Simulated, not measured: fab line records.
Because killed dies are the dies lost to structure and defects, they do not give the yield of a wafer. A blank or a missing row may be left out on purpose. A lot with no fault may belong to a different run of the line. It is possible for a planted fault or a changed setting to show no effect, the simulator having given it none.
Split-lot trial -- flow n5_finfet -- route with 1938 steps; 7 lots, 21 wafers read

THE SPLIT ITSELF
At N5_DUMMY_GATE_EXPOSE_12 (exposes mask GATE, target cd 25 nm), the setting dose_mj was moved away from the recipe's 34 on 10 of the 21 wafers read, by -7.2% to +2.7%. This setting was run at the recipe's value on the other wafers.

FROM THE SPLIT TO THE READING: what the file shows between them, 2 steps
- N5_DUMMY_GATE_PEB_13: peb time 60 s
- N5_DUMMY_GATE_DEVELOP_14: develop time 30 s

THE READING
cd_nm at N5_DUMMY_GATE_CD_MEAS_15, given in nm (cd target 25.8 nm). Fault-free wafers of this fab line usually give 25.07 nm, standard deviation 0.24 nm.

wafer,"tool, chamber at the split",dose_mj as run,against the recipe,"cd_nm, nm",against lot-mates on the recipe
L075.1,"euv_scanner-02, 0",32.54,-4.3%,26.12,+0.69
L075.3,"euv_scanner-02, 0",34,recipe,25.43,-
L075.6,"euv_scanner-02, 0",32.54,-4.3%,26.22,+0.79
L076.4,"euv_scanner-01, 0",34,recipe,24.86,-
L076.5,"euv_scanner-01, 0",33.11,-2.6%,25.51,+0.45
L076.6,"euv_scanner-01, 0",34,recipe,25.26,-
L084.1,"euv_scanner-02, 0",31.54,-7.2%,26.24,+1.50
L084.2,"euv_scanner-02, 0",34,recipe,24.74,-
L084.3,"euv_scanner-02, 0",31.54,-7.2%,26.56,+1.82
L087.1,"euv_scanner-02, 0",34.93,+2.7%,24.67,-0.92
L087.2,"euv_scanner-02, 0",34.93,+2.7%,24.26,-1.33
L087.6,"euv_scanner-02, 0",34,recipe,25.59,-
L090.1,"euv_scanner-01, 0",33.29,-2.1%,25.33,+0.21
L090.3,"euv_scanner-01, 0",34,recipe,25.12,-
L090.6,"euv_scanner-01, 0",33.29,-2.1%,25.37,+0.25
L092.2,"euv_scanner-02, 0",34,recipe,24.80,-
L092.3,"euv_scanner-02, 0",34,recipe,24.76,-
L092.6,"euv_scanner-02, 0",34.65,+1.9%,24.74,-0.04
L097.1,"euv_scanner-01, 0",34,recipe,25.43,-
L097.5,"euv_scanner-01, 0",34,recipe,24.98,-
L097.6,"euv_scanner-01, 0",34,recipe,25.29,-

THE FIT
A straight line over all 21 wafers: cd_nm changes by -0.196 nm for each +1% of dose_mj; r = -0.91; the points scatter about the line by 0.26 nm.
The same after taking each lot's own level away (the mean of its wafers on the recipe; 21 wafers): -0.231 nm for each +1%; r = -0.94; scatter 0.24 nm.
Per that fit: largest dose_mj move, reading shift of 1.7 nm.
Across the lots, their own levels run from 24.740 to 25.590 nm, a range of 3.5 times the standard deviation given above.
Thus the slope moves with the lot-to-lot level: the two fits are different.
Check: +1.63 nm against its lot-mates is what the line predicts for one of the wafers moved furthest among these (-7.2%) when that wafer is left out of the fit. Against them it came out at +1.5 nm.

OTHER SPLITS ON THESE WAFERS
These wafers also went through other splits before the reading. Each is held against what the fit with the lots' levels taken away leaves over:
other split on the same wafers,wafers away from the commonest value,r with cd_nm (lot level and that fit taken away)
N5_WELL_APT_PEB_06 peb_time_s,9,+0.24
N5_FIN_SAQP_ETCH_65 time_s,5,+0.02
N5_FIN_CUT_COAT_18 spin_rpm,9,-0.02
N5_FIN_CUT_EXPOSE_05 dose_mj,6,+0.20

FILE'S OWN FIT
cd_nm changes by -0.215 nm for each +1% of dose_mj, r = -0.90.
